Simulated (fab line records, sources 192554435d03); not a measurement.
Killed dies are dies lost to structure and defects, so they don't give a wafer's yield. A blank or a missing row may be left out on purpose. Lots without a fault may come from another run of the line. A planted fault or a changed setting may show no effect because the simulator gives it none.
Split-lot experiment | flow n5_finfet | 7 lots, 21 wafers read, on a route of 1938 steps

THE SPLIT
At N5_ZERO_LAYER_EXPOSE_08 (exposes mask ZERO, defocus 0 nm, target cd 2000 nm), the setting dose_mj was moved away from the recipe's 16.2 on 9 of the 21 wafers read, by -6.0% to +6.9%. The other wafers ran this setting at the recipe's value.

FROM THE SPLIT TO THE READING: what the file shows between them, 2 steps
- N5_ZERO_LAYER_DEVELOP_10: develop time 60 s (also split here: develop_time_s)
- N5_ZERO_LAYER_HARDBAKE_23: time 120 s

THE READING
cd_nm, in nm, at N5_ZERO_LAYER_CD_MEAS_11 (target cd 2000 nm). Fault-free wafers of this fab line usually give 2000.7 nm, standard deviation 3 nm.

wafer  | tool, chamber at the split | dose_mj as run | against the recipe | cd_nm, nm | against lot-mates on the recipe
L077.1 | krf_scanner-02, 0          | 16.2           | recipe             | 2001.7    | -
L077.2 | krf_scanner-02, 0          | 16.2           | recipe             | 2002.1    | -
L077.5 | krf_scanner-02, 0          | 16.65          | +2.8%              | 2007.0    | +5.1
L078.1 | krf_scanner-01, 0          | 15.22          | -6.0%              | 1988.0    | -7.3
L078.4 | krf_scanner-01, 0          | 16.2           | recipe             | 1995.3    | -
L078.6 | krf_scanner-01, 0          | 15.22          | -6.0%              | 1988.2    | -7.1
L086.2 | krf_scanner-02, 0          | 16.2           | recipe             | 1998.9    | -
L086.4 | krf_scanner-02, 0          | 16.2           | recipe             | 1995.7    | -
L086.5 | krf_scanner-02, 0          | 16.2           | recipe             | 1999.9    | -
L087.2 | krf_scanner-02, 0          | 17.32          | +6.9%              | 2012.0    | +8.2
L087.3 | krf_scanner-02, 0          | 16.2           | recipe             | 2003.8    | -
L087.5 | krf_scanner-02, 0          | 17.32          | +6.9%              | 2013.0    | +9.2
L093.1 | krf_scanner-01, 0          | 17.01          | +5.0%              | 2013.8    | +6.4
L093.2 | krf_scanner-01, 0          | 16.2           | recipe             | 2007.4    | -
L093.6 | krf_scanner-01, 0          | 17.01          | +5.0%              | 2014.3    | +6.9
L094.3 | krf_scanner-01, 0          | 15.66          | -3.3%              | 1995.8    | -2.4
L094.4 | krf_scanner-01, 0          | 15.66          | -3.3%              | 1995.8    | -2.4
L094.5 | krf_scanner-01, 0          | 16.2           | recipe             | 1998.2    | -
L097.3 | krf_scanner-01, 0          | 16.2           | recipe             | 2000.7    | -
L097.4 | krf_scanner-01, 0          | 16.2           | recipe             | 1998.1    | -
L097.6 | krf_scanner-01, 0          | 16.2           | recipe             | 2000.9    | -

THE FIT
A straight line over all 21 wafers: cd_nm changes by +2.01 nm for each +1% of dose_mj; r = +0.92; the points scatter about the line by 3 nm.
The same after taking each lot's own level away (the mean of its wafers on the recipe; 21 wafers): +1.21 nm for each +1%; r = +0.97; scatter 1.1 nm.
On that fit, the largest move of dose_mj shifts the reading by 8.4 nm.
The lots' own levels span 1995.30 to 2007.40 nm, that is 4.0 times the standard deviation above.
So the lot-to-lot level changes the slope: the two fits differ.
Check: with one of the wafers moved furthest among these (+6.9%) left out of the fit, the line predicts +8.86 nm for it against its lot-mates. It came out at +8.2 nm against them.

OTHER SPLITS ON THESE WAFERS
These wafers also went through other splits before the reading. Each is held against what the fit with the lots' levels taken away leaves over:
other split on the same wafers          | wafers away from the commonest value | r with cd_nm (lot level and that fit taken away)
N5_ZERO_LAYER_DEVELOP_10 develop_time_s | 3                                    | +0.12

THE WHOLE CHAIN: every reading that the file lists as answering this split, in the file's order
step                     | what it does             | reading                                                           | change (the file's fit)              | r (the file's)
N5_ZERO_LAYER_CD_MEAS_11 | target cd 2000 nm        | cd_nm                                                             | +1.24 nm for each +1% of the setting | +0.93
N5_ZERO_LAYER_DESCUM_16  | chemistry O2, time 7.9 s | ZERO_LAYER.cd_nm (the simulator's own value, which no gauge read) | +1.26 nm for each +1% of the setting | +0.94

THE FILE'S OWN FIT
cd_nm changes by +1.24 nm for each +1% of dose_mj, r = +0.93.
